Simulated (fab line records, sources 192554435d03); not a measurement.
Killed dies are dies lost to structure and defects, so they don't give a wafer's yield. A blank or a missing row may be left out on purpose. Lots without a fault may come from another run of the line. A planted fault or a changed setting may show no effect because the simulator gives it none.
Split-lot experiment | flow n5_finfet | 7 lots, 39 wafers read, on a route of 1938 steps

THE SPLIT
At N5_SD_EPI_N_EPI_21 (deposits Si:P, time 690 s), the setting temp_c was moved away from the recipe's 680 C on 9 of the 39 wafers read, by -0.7% to +0.6%. The other wafers ran this setting at the recipe's value.

FROM THE SPLIT TO THE READING: what the file shows between them, 10 steps
- N5_SD_EPI_N_PRECLEAN_24: cleans in O3/DIW, time 60 s
- N5_SD_EPI_P_EPI_21: deposits SiGe:B, time 355 s (also split here: temp_c)
- N5_SD_EPI_P_EPI_MEAS_23
- N5_SD_EPI_P_HM_STRIP_48: strips SiNx in H3PO4, material SiNx, target depth 3 nm
- N5_SD_EPI_P_SRD_49: time 30 s
- N5_SD_EPI_P_PRECLEAN_24: cleans in O3/DIW, time 45 s
- N5_SD_EPI_P_PRECLEAN_32: cleans in dHF, time 10 s
- N5_SD_EPI_P_PRECLEAN_33: cleans in SC2, time 45 s
- N5_SD_ACTIVATION_RTA_00: time 0 s
- N5_SD_ACTIVATION_LSA_01: time 0.0008 s

THE READING
RS_SD_N, in ohm/sq, at N5_SD_ACTIVATION_RS_MEAS_03 (measures by four-point-probe). Fault-free wafers of this fab line usually give 21.82 ohm/sq, standard deviation 0.27 ohm/sq.

wafer  | tool, chamber at the split | temp_c as run, C | against the recipe | RS_SD_N, ohm/sq | against lot-mates on the recipe
L076.1 | epi_rpcvd-01, 0            | 680              | recipe             | 21.81           | -
L076.2 | epi_rpcvd-01, 0            | 680              | recipe             | 21.58           | -
L076.3 | epi_rpcvd-01, 0            | 680              | recipe             | 21.34           | -
L076.4 | epi_rpcvd-01, 0            | 680              | recipe             | 21.44           | -
L076.5 | epi_rpcvd-01, 0            | 680              | recipe             | 21.45           | -
L076.6 | epi_rpcvd-01, 0            | 680              | recipe             | 21.40           | -
L079.1 | epi_rpcvd-03, 0            | 680              | recipe             | 21.76           | -
L079.2 | epi_rpcvd-03, 0            | 684.1            | +0.6%              | 20.22           | -1.32
L079.3 | epi_rpcvd-03, 0            | 684.1            | +0.6%              | 20.30           | -1.24
L079.4 | epi_rpcvd-03, 0            | 680              | recipe             | 21.48           | -
L079.5 | epi_rpcvd-03, 0            | 680              | recipe             | 21.39           | -
L079.6 | epi_rpcvd-03, 0            | 684.1            | +0.6%              | 20.09           | -1.45
L086.1 | epi_rpcvd-02, 0            | 682.1            | +0.3%              | 21.27           | -0.70
L086.2 | epi_rpcvd-02, 0            | 680              | recipe             | 22.08           | -
L086.3 | epi_rpcvd-02, 0            | 680              | recipe             | 21.81           | -
L086.4 | epi_rpcvd-02, 0            | 680              | recipe             | 22.02           | -
L086.5 | epi_rpcvd-02, 0            | 682.1            | +0.3%              | 21.25           | -0.72
L086.6 | epi_rpcvd-02, 0            | 682.1            | +0.3%              | 21.06           | -0.91
L087.1 | epi_rpcvd-03, 0            | 680              | recipe             | 22.32           | -
L087.2 | epi_rpcvd-03, 0            | 680              | recipe             | 22.06           | -
L087.3 | epi_rpcvd-03, 0            | 680              | recipe             | 22.29           | -
L087.4 | epi_rpcvd-03, 0            | 680              | recipe             | 22.12           | -
L087.5 | epi_rpcvd-03, 0            | 680              | recipe             | 22.05           | -
L087.6 | epi_rpcvd-03, 0            | 680              | recipe             | 22.01           | -
L090.1 | epi_rpcvd-03, 0            | 680              | recipe             | 22.13           | -
L090.2 | epi_rpcvd-03, 0            | 680              | recipe             | 21.73           | -
L090.3 | epi_rpcvd-03, 0            | 680              | recipe             | 21.95           | -
L090.4 | epi_rpcvd-03, 0            | 680              | recipe             | 21.82           | -
L090.5 | epi_rpcvd-03, 0            | 680              | recipe             | 21.86           | -
L090.6 | epi_rpcvd-03, 0            | 680              | recipe             | 21.75           | -
L094.1 | epi_rpcvd-01, 0            | 680              | recipe             | 22.13           | -
L094.3 | epi_rpcvd-01, 0            | 680              | recipe             | 21.43           | -
L094.4 | epi_rpcvd-01, 0            | 680              | recipe             | 21.53           | -
L095.1 | epi_rpcvd-02, 0            | 675.3            | -0.7%              | 23.44           | +1.68
L095.2 | epi_rpcvd-02, 0            | 680              | recipe             | 21.68           | -
L095.3 | epi_rpcvd-02, 0            | 680              | recipe             | 21.86           | -
L095.4 | epi_rpcvd-02, 0            | 675.3            | -0.7%              | 23.56           | +1.80
L095.5 | epi_rpcvd-02, 0            | 680              | recipe             | 21.74           | -
L095.6 | epi_rpcvd-02, 0            | 675.3            | -0.7%              | 23.03           | +1.27

THE FIT
A straight line over all 39 wafers: RS_SD_N changes by -2.36 ohm/sq for each +1% of temp_c; r = -0.92; the points scatter about the line by 0.27 ohm/sq.
The same after taking each lot's own level away (the mean of its wafers on the recipe; 39 wafers): -2.29 ohm/sq for each +1%; r = -0.97; scatter 0.16 ohm/sq.
On that fit, the largest move of temp_c shifts the reading by 1.6 ohm/sq.
The lots' own levels span 21.503 to 22.142 ohm/sq, that is 2.4 times the standard deviation above.
So the lot-to-lot level changes the slope little: the two slopes agree.
Check: with one of the wafers moved furthest among these (-0.7%) left out of the fit, the line predicts +1.55 ohm/sq for it against its lot-mates. It came out at +1.68 ohm/sq against them.

OTHER SPLITS ON THESE WAFERS
These wafers also went through other splits before the reading. Each is held against what the fit with the lots' levels taken away leaves over:
other split on the same wafers  | wafers away from the commonest value | r with RS_SD_N (lot level and that fit taken away)
N5_WELL_APT_EXPOSE_22 dose_mj   | 15                                   | -0.10
N5_DUMMY_GATE_EXPOSE_12 dose_mj | 15                                   | -0.02
N5_SD_EPI_P_EPI_21 temp_c       | 15                                   | +0.02

THE WHOLE CHAIN: every reading that the file lists as answering this split, in the file's order
step                        | what it does                                           | reading                                                                         | change (the file's fit)              | r (the file's)
N5_SD_EPI_N_EPI_21          | deposits Si:P, time 690 s                              | Si-P_of_SD_EPI_N_EPI_21.thk_nm (the simulator's own value, which no gauge read) | +7.07 nm for each +1% of the setting | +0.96
N5_SD_EPI_N_PRECLEAN_24     | cleans in O3/DIW, time 60 s                            | Si-P_of_SD_EPI_N_EPI_21.thk_nm (the simulator's own value, which no gauge read) | +6.93 nm for each +1% of the setting | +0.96
N5_SD_EPI_P_HM_STRIP_48     | strips SiNx in H3PO4, material SiNx, target depth 3 nm | Si-P_of_SD_EPI_N_EPI_21.thk_nm (the simulator's own value, which no gauge read) | +7.02 nm for each +1% of the setting | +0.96
N5_SD_ACTIVATION_RS_MEAS_03 | measures by four-point-probe                           | RS_SD_N                                                                         | -2.29 for each +1% of the setting    | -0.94

THE FILE'S OWN FIT
RS_SD_N changes by -2.29 ohm/sq for each +1% of temp_c, r = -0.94.
